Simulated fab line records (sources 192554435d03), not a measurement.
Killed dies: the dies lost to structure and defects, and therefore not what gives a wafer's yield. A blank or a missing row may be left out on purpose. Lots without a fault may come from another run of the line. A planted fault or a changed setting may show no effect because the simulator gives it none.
Which tool is to blame? -- flow n5 finfet -- route of 1938 steps, sampled at 1 step: 12 lots, 36 wafers

== WHAT THE GAUGES SHOWED, per wafer ==
N5_BEOL_M8_OCD_MEAS_38.
lot,measured,on,trench depth nm (nm)
L075,day 9 13:09,ocd-01,94.8 93.5 92.2
L077,day 9 23:28,ocd-02,94.5 95.5 96.2
L080,day 10 19:40,ocd-01,92.5 90.8 91.6
L082,day 11 08:11,ocd-01,94.1 94.7 95.5
L084,day 11 16:57,ocd-02,91.4 93.4 92.6
L085,day 12 02:44,ocd-01,93.5 92.7 91.4
L087,day 13 00:29,ocd-01,94.3 93.1 94.4
L090,day 13 02:54,ocd-02,93.4 92.7 93.3
L092,day 13 11:44,ocd-01,93.9 92.7 92.1
L094,day 14 12:09,ocd-01,94.5 94.8 93.9
L096,day 15 09:19,ocd-01,93.7 96.1 93.4
L097,day 15 17:07,ocd-01,94.3 94.9 94.1

== EACH LOT AND THE TOOL THAT RAN IT (in order: tool; ch and the chambers of the sampled wafers; start) ==
Before these readings, the record contains no process step.

== THE ANSWER, worked out from the rows above alone ==
Rule: the lots themselves supply what counts as usual. The widest of any qualifying gaps counts: lots, ordered by their means at a reading, are off when they make up no more than a third of the lots, leave a main group of 4 or more, and stand apart from it by 3 or more times the standard deviation of that group's means. A main group is skipped when, at the precision printed for the reading in the tables above, its means are all equal. Also off: a lot with no number at a reading for which 4 or more lots have one. The other lots that the step has rows for count as sound.
No lot is off at any reading shown: from this, nothing can be told.

== WHAT THE SIMULATOR PUT IN ==
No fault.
